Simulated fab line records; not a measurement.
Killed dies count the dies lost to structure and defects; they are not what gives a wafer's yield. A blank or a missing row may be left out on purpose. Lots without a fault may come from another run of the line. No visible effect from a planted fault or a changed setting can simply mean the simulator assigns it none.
A lot that was struck, set against a sound lot | flow n5_finfet | 23 steps out of a route of 1938
Sound: wafers L484.2, L484.3, L484.6. Struck: wafers L490.1, L490.2, L490.6. The cause is given at the end.
Each step with rows lists, per side, the tool, then ch with its chambers, then its first start. Under that, the readings that differ: sound wafers | struck wafers | difference of the means | sigmas: that difference in standard deviations of wafers without a fault.
alike: readings whose means differ by less than 2 such deviations, and words and numbers that are the same on both sides. not compared: withheld readings, readings that some wafer has no value for, bounds like >300 that may hide the same value, and numbers for which the record gives no deviation and whose values overlap.
The two part at a step that has a row with sigmas, a row that says differs or no value, or rows on one side only. When numbers do not overlap yet have no deviation, they are printed without sigmas and do not part them. A reading that every wafer of one side lacks parts them only if that side has two wafers or more.

first, 10 steps without rows for these wafers: N5_BEOL_M4_DESCUM_16 (chemistry O2, time 7 s); N5_BEOL_M4_ETCH_74 (etches underlayer in N2/H2, target depth 6.5 nm, time 5.2 s); N5_BEOL_M4_ETCH_63 (etches SiARC in CF4, target depth 15.6 nm, time 26 s); N5_BEOL_M4_ETCH_64 (etches SOC in N2/H2, target depth 75 nm, overetch 22.5 nm, time 121.9 s); N5_BEOL_M4_STRIP_65 (strips in N2/H2); N5_BEOL_M4_STRIP_75 (strips in N2/H2); N5_BEOL_M4_STRIP_66 (strips in CF4); N5_BEOL_M4_HM_OPEN_17 (chemistry Cl2/BCl3, target TiN, target depth 20 nm, overetch 6 nm); N5_BEOL_M4_STRIP_19 (strips in O2); N5_BEOL_M4_COAT_67 (time 60 s, resist thk 60 nm).
N5_BEOL_M4_COAT_68: time 60 s, resist thk 12 nm.
  sound on litho_track-03 ch 0, day 10 06:26; struck on litho_track-03 ch 0, day 11 07:37
  reading                                    | sound                | struck               | difference | sigmas
  spin_speed_rpm (rpm)                       | 1499.4 1499.7 1499.4 | 1421.0 1420.3 1420.6 | -78.9      | -79
  model.SiARC_of_BEOL_M4_COAT_68.thk_nm (nm) | 12 12 12             | 12.4 12.4 12.4       | +0.4       |
then, 9 steps without rows for these wafers: N5_BEOL_M4_COAT_76 (time 60 s, resist thk 5 nm); N5_BEOL_M4_COAT_22 (resist thk 30 nm); N5_BEOL_M4_EBR_24; N5_BEOL_M4_SOFTBAKE_23 (time 60 s); N5_BEOL_M4_EXPOSE_25 (exposes mask V3, defocus 5 nm); N5_BEOL_M4_PEB_26 (peb time 60 s); N5_BEOL_M4_DEVELOP_27 (develop time 30 s); N5_BEOL_M4_DESCUM_33 (chemistry O2, time 7 s); N5_BEOL_M4_ETCH_77 (etches underlayer in N2/H2, target depth 6.5 nm, time 5.2 s).
N5_BEOL_M4_ETCH_69: etches SiARC in CF4, target depth 15.6 nm, time 26 s.
  sound on rie_diel-01 ch 0,1,2, day 10 07:05; struck on rie_diel-05 ch 0,2, day 11 08:04
  reading                                      | sound             | struck           | difference | sigmas
  model.etch.depth_nm (nm)                     | 11.97 11.97 11.95 | 12.38 12.4 12.35 | +0.41      |
  model.CAR-EUV_of_BEOL_M4_COAT_22.thk_nm (nm) | 11 11.2 11        | 10.8 10.6 10.8   | -0.3       |
  alike: drypump_motor_current_A, etch_rf_on_time_s, oes_product_au, rf_vpp_V, showerhead_plenum_p_Torr, throttle_valve_pct
  not compared: rf_hours_counter_h
then, 1 step without rows for these wafers: N5_BEOL_M4_ALD_98 (deposits SiO2, target thk 2.5 nm, pulse time 1 s, co reactant pulse time 1 s).
N5_BEOL_M4_RC_MEAS_101:
  sound on prober-01 ch 0, day 10 21:20; struck on prober-02 ch 0, day 11 18:54
  alike: DIBL_N, DIBL_P, IOFF_N, IOFF_P, ION_N, ION_P, SS_N, SS_P, VT_N, VT_P

== WHERE THEY PART ==
Within this record, at N5_BEOL_M4_COAT_68 only. Later steps at which nothing parts them and some readings are alike: N5_BEOL_M4_ETCH_69, N5_BEOL_M4_RC_MEAS_101.

WHY: the cause the simulator had injected
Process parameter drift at N5_BEOL_M4_COAT_68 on litho_track-03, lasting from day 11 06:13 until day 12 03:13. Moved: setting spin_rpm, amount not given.
